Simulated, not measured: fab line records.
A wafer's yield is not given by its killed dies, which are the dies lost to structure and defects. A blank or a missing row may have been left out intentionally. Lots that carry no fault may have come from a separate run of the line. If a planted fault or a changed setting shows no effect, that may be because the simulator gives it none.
Which tool was responsible? :: flow n5Finfet :: Sampling: 11 lots, 31 wafers, 6 of 1938 route steps

WHAT THE GAUGES SHOWED, per wafer
N5_BEOL_M4_RC_MEAS_101.
lot: L872
measured: day 8 22:56
on: prober-02
DIBL_N (mV/V): 38.7 35.8 34.1
DIBL_P (mV/V): 40.6 36.7 33.8
IOFF_N (nA/um): 0.22 0.14 0.12
IOFF_P (nA/um): 0.26 0.18 0.15
ION_N (uA/um): 701 676 667
ION_P (uA/um): 473 455 454
SS_N (mV/dec): 72.0 71.4 71.0
SS_P (mV/dec): 74.6 73.2 72.5
VT_N (mV): 242.9 251.4 251.3
VT_P (mV): -248 -256 -256

lot: L875
measured: day 9 19:16
on: prober-02
DIBL_N (mV/V): 36.6 37.9 38.8
DIBL_P (mV/V): 35.3 38.5 38.1
IOFF_N (nA/um): 0.14 0.18 0.19
IOFF_P (nA/um): 0.16 0.22 0.21
ION_N (uA/um): 663 684 681
ION_P (uA/um): 449 464 463
SS_N (mV/dec): 72.0 72.4 71.7
SS_P (mV/dec): 72.9 74.1 74.2
VT_N (mV): 253.8 248.7 249.6
VT_P (mV): -254 -253 -253

lot: L869
measured: day 9 21:03
on: prober-02
DIBL_N (mV/V): 37.9 38.6 38.9
DIBL_P (mV/V): 37.9 38.6 40.7
IOFF_N (nA/um): 0.17 0.19 0.21
IOFF_P (nA/um): 0.20 0.22 0.26
ION_N (uA/um): 671 677 713
ION_P (uA/um): 454 459 480
SS_N (mV/dec): 72.0 72.0 71.7
SS_P (mV/dec): 73.3 73.4 73.4
VT_N (mV): 250.8 247.7 244.9
VT_P (mV): -250 -249 -249

lot: L876
measured: day 10 00:10
on: prober-01
DIBL_N (mV/V): 38.2 38.0 37.1
DIBL_P (mV/V): 39.4 37.8 36.8
IOFF_N (nA/um): 0.22 0.20 0.18
IOFF_P (nA/um): 0.31 0.29 0.26
ION_N (uA/um): 697 686 680
ION_P (uA/um): 481 479 466
SS_N (mV/dec): 72.4 72.1 72.2
SS_P (mV/dec): 74.2 73.6 73.5
VT_N (mV): 245.5 245.1 246.5
VT_P (mV): -244 -243 -247

lot: L877
measured: day 10 03:49
on: prober-01
DIBL_N (mV/V): 37.7 37.6 34.5
DIBL_P (mV/V): 37.9 37.6 35.4
IOFF_N (nA/um): 0.15 0.16 0.11
IOFF_P (nA/um): 0.19 0.18 0.15
ION_N (uA/um): 665 673 655
ION_P (uA/um): 458 454 452
SS_N (mV/dec): 71.3 71.9 70.6
SS_P (mV/dec): 74.0 72.9 73.1
VT_N (mV): 251.8 252.4 255.9
VT_P (mV): -255 -257 -258

lot: L878
measured: day 10 19:17
on: prober-01
DIBL_N (mV/V): 35.6 38.3 34.8
DIBL_P (mV/V): 35.8 37.0 34.9
IOFF_N (nA/um): 0.15 0.19 0.14
IOFF_P (nA/um): 0.20 0.23 0.19
ION_N (uA/um): 675 691 678
ION_P (uA/um): 466 470 464
SS_N (mV/dec): 71.2 71.7 70.5
SS_P (mV/dec): 73.9 73.9 72.2
VT_N (mV): 249.1 249.9 250.8
VT_P (mV): -251 -249 -254

lot: L879
measured: day 10 19:43
on: prober-02
DIBL_N (mV/V): 35.7 34.0
DIBL_P (mV/V): 37.0 35.3
IOFF_N (nA/um): 0.14 0.13
IOFF_P (nA/um): 0.18 0.17
ION_N (uA/um): 663 665
ION_P (uA/um): 455 462
SS_N (mV/dec): 72.0 70.7
SS_P (mV/dec): 73.9 73.4
VT_N (mV): 250.1 251.2
VT_P (mV): -254 -255

lot: L881
measured: day 11 19:04
on: prober-02
DIBL_N (mV/V): 39.2 38.2
DIBL_P (mV/V): 40.1 39.8
IOFF_N (nA/um): 0.20 0.20
IOFF_P (nA/um): 0.23 0.23
ION_N (uA/um): 673 686
ION_P (uA/um): 452 465
SS_N (mV/dec): 72.7 72.0
SS_P (mV/dec): 74.4 74.5
VT_N (mV): 249.5 248.2
VT_P (mV): -252 -250

lot: L882
measured: day 12 19:37
on: prober-02
DIBL_N (mV/V): 38.4 40.1 35.5
DIBL_P (mV/V): 37.8 40.3 35.3
IOFF_N (nA/um): 0.18 0.21 0.12
IOFF_P (nA/um): 0.22 0.27 0.19
ION_N (uA/um): 676 688 671
ION_P (uA/um): 461 474 467
SS_N (mV/dec): 70.8 71.5 70.7
SS_P (mV/dec): 73.7 74.3 73.8
VT_N (mV): 247.8 247.0 252.9
VT_P (mV): -251 -247 -252

lot: L891
measured: day 14 10:52
on: prober-02
DIBL_N (mV/V): 39.5 40.7 37.4
DIBL_P (mV/V): 39.0 38.9 35.8
IOFF_N (nA/um): 0.18 0.21 0.16
IOFF_P (nA/um): 0.24 0.24 0.20
ION_N (uA/um): 664 678 680
ION_P (uA/um): 463 461 461
SS_N (mV/dec): 71.9 73.2 71.3
SS_P (mV/dec): 73.9 74.5 73.8
VT_N (mV): 249.3 247.9 250.8
VT_P (mV): -248 -247 -250

lot: L892
measured: day 14 13:47
on: prober-02
DIBL_N (mV/V): 40.8 35.2 37.1
DIBL_P (mV/V): 40.8 34.0 36.9
IOFF_N (nA/um): 0.27 0.13 0.18
IOFF_P (nA/um): 0.34 0.20 0.25
ION_N (uA/um): 703 677 679
ION_P (uA/um): 477 463 467
SS_N (mV/dec): 73.1 72.0 71.7
SS_P (mV/dec): 74.0 72.0 73.6
VT_N (mV): 242.1 251.3 248.0
VT_P (mV): -241 -248 -244

WHICH TOOL RAN EACH LOT (tool, then ch and the chambers of the sampled wafers, then the start)
lot: L872
N5_BEOL_M4_ANNEAL_49: pvdSputter-03, day 8 20:05
N5_BEOL_M4_SPUTTER_81: pvdSputter-03, day 8 20:27
N5_BEOL_M4_ANNEAL_89: pvdSputter-03, day 8 20:58
N5_BEOL_M4_ECD_50: ecdCu-01 ch 0,1, day 8 21:53
N5_BEOL_M4_CMP_52: cmp-03 ch 0,2, day 8 22:20

lot: L875
N5_BEOL_M4_ANNEAL_49: pvdSputter-02, day 9 16:29
N5_BEOL_M4_SPUTTER_81: pvdSputter-02, day 9 16:51
N5_BEOL_M4_ANNEAL_89: pvdSputter-02, day 9 17:22
N5_BEOL_M4_ECD_50: ecdCu-02 ch 1, day 9 18:17
N5_BEOL_M4_CMP_52: cmp-04 ch 2,3, day 9 18:42

lot: L869
N5_BEOL_M4_ANNEAL_49: pvdSputter-01, day 9 18:01
N5_BEOL_M4_SPUTTER_81: pvdSputter-01, day 9 18:23
N5_BEOL_M4_ANNEAL_89: pvdSputter-01, day 9 18:54
N5_BEOL_M4_ECD_50: ecdCu-01 ch 0,1, day 9 19:50
N5_BEOL_M4_CMP_52: cmp-03 ch 1,2, day 9 20:20

lot: L876
N5_BEOL_M4_ANNEAL_49: pvdSputter-01, day 9 21:12
N5_BEOL_M4_SPUTTER_81: pvdSputter-01, day 9 21:34
N5_BEOL_M4_ANNEAL_89: pvdSputter-01, day 9 22:05
N5_BEOL_M4_ECD_50: ecdCu-01 ch 1, day 9 23:00
N5_BEOL_M4_CMP_52: cmp-03 ch 1,2, day 9 23:22

lot: L877
N5_BEOL_M4_ANNEAL_49: pvdSputter-03, day 10 00:50
N5_BEOL_M4_SPUTTER_81: pvdSputter-03, day 10 01:11
N5_BEOL_M4_ANNEAL_89: pvdSputter-03, day 10 01:43
N5_BEOL_M4_ECD_50: ecdCu-01 ch 0,1, day 10 02:38
N5_BEOL_M4_CMP_52: cmp-03 ch 0,1,3, day 10 03:15

lot: L878
N5_BEOL_M4_ANNEAL_49: pvdSputter-01, day 10 16:29
N5_BEOL_M4_SPUTTER_81: pvdSputter-01, day 10 16:51
N5_BEOL_M4_ANNEAL_89: pvdSputter-01, day 10 17:22
N5_BEOL_M4_ECD_50: ecdCu-01 ch 0,1, day 10 18:17
N5_BEOL_M4_CMP_52: cmp-03 ch 1,2,3, day 10 18:40

lot: L879
N5_BEOL_M4_ANNEAL_49: pvdSputter-02, day 10 16:55
N5_BEOL_M4_SPUTTER_81: pvdSputter-02, day 10 17:17
N5_BEOL_M4_ANNEAL_89: pvdSputter-02, day 10 17:48
N5_BEOL_M4_ECD_50: ecdCu-01 ch 1, day 10 18:43
N5_BEOL_M4_CMP_52: cmp-03 ch 3, day 10 19:05

lot: L881
N5_BEOL_M4_ANNEAL_49: pvdSputter-03, day 11 15:55
N5_BEOL_M4_SPUTTER_81: pvdSputter-03, day 11 16:17
N5_BEOL_M4_ANNEAL_89: pvdSputter-03, day 11 16:48
N5_BEOL_M4_ECD_50: ecdCu-01 ch 0,1, day 11 17:43
N5_BEOL_M4_CMP_52: cmp-03 ch 0,2, day 11 18:31

lot: L882
N5_BEOL_M4_ANNEAL_49: pvdSputter-01, day 12 16:29
N5_BEOL_M4_SPUTTER_81: pvdSputter-01, day 12 16:51
N5_BEOL_M4_ANNEAL_89: pvdSputter-01, day 12 17:22
N5_BEOL_M4_ECD_50: ecdCu-02 ch 0,1, day 12 18:17
N5_BEOL_M4_CMP_52: cmp-01 ch 0,2, day 12 19:01

lot: L891
N5_BEOL_M4_ANNEAL_49: pvdSputter-03, day 14 07:55
N5_BEOL_M4_SPUTTER_81: pvdSputter-03, day 14 08:17
N5_BEOL_M4_ANNEAL_89: pvdSputter-03, day 14 08:48
N5_BEOL_M4_ECD_50: ecdCu-02 ch 0,1, day 14 09:43
N5_BEOL_M4_CMP_52: cmp-03 ch 0,2,3, day 14 10:05

lot: L892
N5_BEOL_M4_ANNEAL_49: pvdSputter-03, day 14 10:50
N5_BEOL_M4_SPUTTER_81: pvdSputter-03, day 14 11:12
N5_BEOL_M4_ANNEAL_89: pvdSputter-03, day 14 11:43
N5_BEOL_M4_ECD_50: ecdCu-02 ch 0,1, day 14 12:38
N5_BEOL_M4_CMP_52: cmp-03 ch 0,2, day 14 13:01
- N5_BEOL_M4_ANNEAL_49: time 240 s.
- N5_BEOL_M4_SPUTTER_81: material Cu, target thk 4.5 nm, time 8.29 s.
- N5_BEOL_M4_ANNEAL_89: time 240 s.
- N5_BEOL_M4_ECD_50: material Cu, target thk 300 nm.
- N5_BEOL_M4_CMP_52: polishes, stops on SiOC, t overpolish 6.8 s, target thk 40 nm.

AS READ BY THE TOOLS THEMSELVES (means over the sampled wafers that have a number; for cases with no such wafer, the mark the record gives instead)
N5_BEOL_M4_ANNEAL_49.
lot: L872
tool: pvdSputter-03
heaterPowerW (W): 735

lot: L875
tool: pvdSputter-02
heaterPowerW (W): 877

lot: L869
tool: pvdSputter-01
heaterPowerW (W): 814

lot: L876
tool: pvdSputter-01
heaterPowerW (W): 804

lot: L877
tool: pvdSputter-03
heaterPowerW (W): 742

lot: L878
tool: pvdSputter-01
heaterPowerW (W): 800

lot: L879
tool: pvdSputter-02
heaterPowerW (W): 934

lot: L881
tool: pvdSputter-03
heaterPowerW (W): 744

lot: L882
tool: pvdSputter-01
heaterPowerW (W): 792

lot: L891
tool: pvdSputter-03
heaterPowerW (W): 780

lot: L892
tool: pvdSputter-03
heaterPowerW (W): 755

N5_BEOL_M4_SPUTTER_81.
lot: L872
tool: pvdSputter-03
throttleValvePct (%): 29.8

lot: L875
tool: pvdSputter-02
throttleValvePct (%): 29.2

lot: L869
tool: pvdSputter-01
throttleValvePct (%): 31.0

lot: L876
tool: pvdSputter-01
throttleValvePct (%): 30.6

lot: L877
tool: pvdSputter-03
throttleValvePct (%): 29.7

lot: L878
tool: pvdSputter-01
throttleValvePct (%): 30.2

lot: L879
tool: pvdSputter-02
throttleValvePct (%): 28.4

lot: L881
tool: pvdSputter-03
throttleValvePct (%): 30.2

lot: L882
tool: pvdSputter-01
throttleValvePct (%): 30.6

lot: L891
tool: pvdSputter-03
throttleValvePct (%): 29.5

lot: L892
tool: pvdSputter-03
throttleValvePct (%): 29.9

N5_BEOL_M4_ANNEAL_89.
lot: L872
tool: pvdSputter-03
heaterPowerW (W): 738

lot: L875
tool: pvdSputter-02
heaterPowerW (W): 874

lot: L869
tool: pvdSputter-01
heaterPowerW (W): 806

lot: L876
tool: pvdSputter-01
heaterPowerW (W): 816

lot: L877
tool: pvdSputter-03
heaterPowerW (W): 742

lot: L878
tool: pvdSputter-01
heaterPowerW (W): 791

lot: L879
tool: pvdSputter-02
heaterPowerW (W): 926

lot: L881
tool: pvdSputter-03
heaterPowerW (W): 748

lot: L882
tool: pvdSputter-01
heaterPowerW (W): 774

lot: L891
tool: pvdSputter-03
heaterPowerW (W): 767

lot: L892
tool: pvdSputter-03
heaterPowerW (W): 755

N5_BEOL_M4_CMP_52.
lot: L872
tool: cmp-03
motorCurrentA (A): 5.9
timeToEndpointS (s): 59

lot: L875
tool: cmp-04
motorCurrentA (A): 6.5
timeToEndpointS (s): 60

lot: L869
tool: cmp-03
motorCurrentA (A): 6.2
timeToEndpointS (s): 63

lot: L876
tool: cmp-03
motorCurrentA (A): 6.2
timeToEndpointS (s): 63

lot: L877
tool: cmp-03
motorCurrentA (A): 5.6
timeToEndpointS (s): 62

lot: L878
tool: cmp-03
motorCurrentA (A): 5.9
timeToEndpointS (s): 45

lot: L879
tool: cmp-03
motorCurrentA (A): 5.8
timeToEndpointS (s): 46

lot: L881
tool: cmp-03
motorCurrentA (A): 6.2
timeToEndpointS (s): 50

lot: L882
tool: cmp-01
motorCurrentA (A): 6.0
timeToEndpointS (s): 62

lot: L891
tool: cmp-03
motorCurrentA (A): 5.8
timeToEndpointS (s): 66

lot: L892
tool: cmp-03
motorCurrentA (A): 6.0
timeToEndpointS (s): 65

THE ANSWER, worked out from the rows above alone
Rule: the lots themselves supply what counts as usual. Put in order of their means at a reading, lots are off if they are a third of the lots or fewer, leave a main group of 4 or more, and stand apart from it by a gap of 3 or more times the standard deviation of the main group's means; of several such gaps the widest counts. Not used: any main group whose means are identical at the precision the tables above print for the reading. A lot without any number at a reading at which 4 lots or more have one is off too. All remaining lots with rows at the step are treated as sound. Order of review: gauges by route order, followed by the tools' own readings, for which a lot's mean as printed above is used. At the first step where some lot is off, the reading lying furthest off is the one used; lots without a number count as furthest.
Off, at N5_BEOL_M4_CMP_52 on timeToEndpointS: L878, L879, L881. Main group: mean 62 s, sd 2.2.
A tool fits if, at that step or a process step before it, it ran every lot that is off, and no sound lot after the first of them. One fits: N5_BEOL_M4_ECD_50 on ecdCu-01. Its last sound lot is L877 (day 10 02:38), its first lot that is off L878 (day 10 18:17): a fault that began between those two fits.

WHAT THE SIMULATOR HAD PUT IN
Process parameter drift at N5_BEOL_M4_ECD_50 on ecdCu-01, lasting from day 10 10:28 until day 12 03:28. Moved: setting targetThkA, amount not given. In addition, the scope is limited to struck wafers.
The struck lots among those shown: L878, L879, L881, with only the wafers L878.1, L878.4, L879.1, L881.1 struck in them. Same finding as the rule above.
